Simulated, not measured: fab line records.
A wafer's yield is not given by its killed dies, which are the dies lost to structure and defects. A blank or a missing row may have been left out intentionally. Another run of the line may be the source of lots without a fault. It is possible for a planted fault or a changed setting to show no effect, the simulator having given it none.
Matching of chambers -- flow n5 finfet -- 4 sister chambers for N5_BEOL_M4_ETCH_69 on rie diel-04
The step etches SiARC in CF4, target depth 15.6 nm, time 26 s. 4 wafers are shown with their chamber, then 8 later ones without.

== EACH WAFER AND ITS CHAMBER ==
wafer,chamber,drypump motor current A (A)
L086.4,0,6.0
L089.4,3,4.9
L089.6,1,5.4
L094.1,2,5.5

== WAFERS WHOSE CHAMBER IS MISSING ==
wafer,drypump motor current A (A)
L094.4,5.4
L094.5,6.0
L096.2,5.5
L096.3,4.9
L096.5,5.4
L097.1,5.5
L097.2,6.1
L097.3,5.4

== EACH ONE'S CHAMBER ==
wafer,from the rows above,in truth
L094.4,1,1
L094.5,0,0
L096.2,2,2
L096.3,3,3
L096.5,1,1
L097.1,2,2
L097.2,0,0
L097.3,1,1
Correctly placed: 8 of 8. From these rows, 0 cannot be placed. Placed wrongly: 0.
How it was worked out, from the rows above alone: a wafer's distance from a chamber is the root of the sum, over the readings, of the square of ((its reading less the chamber's mean) divided by the reading's scatter). The wafer belongs to the nearest chamber; if the next one is less than 2 further off, it can't be placed. The mean given for a chamber averages the wafers shown for that chamber. The scatter: with one shown wafer a chamber, the root of the mean of the squares of how far each hidden wafer lies from its nearest shown one.
